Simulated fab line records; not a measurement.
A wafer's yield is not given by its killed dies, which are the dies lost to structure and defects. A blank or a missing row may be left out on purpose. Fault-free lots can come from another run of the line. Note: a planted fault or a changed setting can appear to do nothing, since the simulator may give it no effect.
Lot-split experiment	flow n5-finfet	on a route of 1938 steps: 7 lots, 21 wafers read

THE SPLIT ITSELF
At N5_BEOL_M0_SAQP_PECVD_04 (deposits a-Si from SiH4/He, target thk 60 nm, time 60.2 s), the setting time-s was moved away from the recipe's 60.2 s on 11 of the 21 wafers read, by -13.5% to +14.1%. All remaining wafers had this setting at the recipe value.

FROM THE SPLIT TO THE READING: what the file shows between them, 5 steps
- N5_BEOL_M0_SAQP_THK_MEAS_05
- N5_BEOL_M0_SAQP_HM_DEP_111: deposits SiO2 from SiH4/N2O, target thk 12 nm, time 7.2 s
- N5_BEOL_M0_SAQP_COAT_81: time 60 s, resist thk 100 nm
- N5_BEOL_M0_SAQP_HM_OPEN_112: chemistry CHF3/O2, target SiO2, stops on a-Si, target depth 12 nm, time 13.5 s
- N5_BEOL_M0_SAQP_STRIP_113: strips in CHF3/O2

THE READING
oes-product-au, in a.u., at N5_BEOL_M0_SAQP_MANDREL_ETCH_20 (etches a-Si in HBr/Cl2, stops on SiNx, target depth 60 nm, bt time 10 s, time 30 s). Typical for fault-free wafers on this fab line: 0.767 a.u., with standard deviation 0.011 a.u.

wafer	tool, chamber at the split	time-s as run, s	against the recipe	oes-product-au, a.u.	against lot-mates on the recipe
L075.1	pecvd-03, 1	54.43	-9.6%	0.732	no lot-mate on the recipe
L075.4	pecvd-03, 1	54.43	-9.6%	0.728	no lot-mate on the recipe
L075.5	pecvd-03, 2	54.43	-9.6%	0.741	no lot-mate on the recipe
L076.1	pecvd-02, 2	60.2	recipe	0.768	-
L076.2	pecvd-02, 1	68.69	+14.1%	0.827	+0.059
L076.5	pecvd-02, 2	68.69	+14.1%	0.845	+0.077
L081.1	pecvd-03, 2	60.2	recipe	0.773	-
L081.2	pecvd-03, 0	52.31	-13.1%	0.719	-0.053
L081.4	pecvd-03, 0	60.2	recipe	0.771	-
L085.1	pecvd-03, 1	52.57	-12.7%	0.717	-0.066
L085.4	pecvd-03, 1	60.2	recipe	0.783	-
L085.5	pecvd-03, 2	52.57	-12.7%	0.712	-0.071
L086.2	pecvd-01, 0	52.05	-13.5%	0.690	-0.080
L086.3	pecvd-01, 2	60.2	recipe	0.769	-
L086.4	pecvd-01, 1	60.2	recipe	0.770	-
L088.2	pecvd-02, 1	60.2	recipe	0.758	-
L088.4	pecvd-02, 2	60.2	recipe	0.773	-
L088.5	pecvd-02, 1	60.2	recipe	0.768	-
L095.4	pecvd-03, 2	62.55	+3.9%	0.791	+0.024
L095.5	pecvd-03, 1	60.2	recipe	0.767	-
L095.6	pecvd-03, 0	62.55	+3.9%	0.795	+0.028

THE FIT
A straight line over all 21 wafers: oes-product-au changes by +0.00457 a.u. for each +1% of time-s; r = +0.98; the points scatter about the line by 0.008 a.u.
The same after taking each lot's own level away (the mean of its wafers on the recipe; 18 wafers): +0.0051 a.u. for each +1%; r = +0.99; scatter 0.0068 a.u.
The reading moves by 0.072 a.u. for the largest change in time-s, on that fit.
The span of the lots' own levels, 0.7663 to 0.7830 a.u., comes to 1.5 times the standard deviation stated above.
Hence the slope depends on the lot-to-lot level, as the two fits are not the same.
Check: with one of the wafers moved furthest among these (+14.1%) left out of the fit, the line predicts +0.0764 a.u. for it against its lot-mates. Against them it came out at +0.059 a.u.

OTHER SPLITS APPLIED TO THESE WAFERS
Other splits were also applied to these wafers ahead of the reading. Each is held against what the fit with the lots' levels taken away leaves over:
other split on the same wafers	wafers away from the commonest value	r with oes-product-au (lot level and that fit taken away)
N5_SDB_EXPOSE_08 dose-mj	11	+0.08
N5_HKMG_FIN_DESCUM_17 time-s	5	-0.15
N5_MOL_CONTACT_COAG_ETCHBACK_136 target-depth-a	3	-0.11
N5_BEOL_M0_SAQP_PECVD_96 time-s	10	+0.13

THE WHOLE CHAIN: every reading that the file lists as answering this split, in the file's order
step	what it does	reading	change (the file's fit)	r (the file's)
N5_BEOL_M0_SAQP_PECVD_04	deposits a-Si from SiH4/He, target thk 60 nm, time 60.2 s	a-Si_of_BEOL_M0_SAQP_PECVD_04.thk-nm (the simulator's own value, which no gauge read)	+0.64 nm for each +1% of the setting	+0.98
N5_BEOL_M0_SAQP_THK_MEAS_05		thk-nm	withheld for each +1% of the setting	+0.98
N5_BEOL_M0_SAQP_MANDREL_ETCH_20	etches a-Si in HBr/Cl2, stops on SiNx, target depth 60 nm, bt time 10 s, time 30 s	oes-product-au	+0.00507 a.u. for each +1% of the setting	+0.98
N5_BEOL_M0_SAQP_MANDREL_ETCH_20	etches a-Si in HBr/Cl2, stops on SiNx, target depth 60 nm, bt time 10 s, time 30 s	etch.depth-nm (the simulator's own value, which no gauge read)	+0.644 nm for each +1% of the setting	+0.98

THE FILE'S OWN FIT
oes-product-au changes by +0.00507 a.u. for each +1% of time-s, r = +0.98.
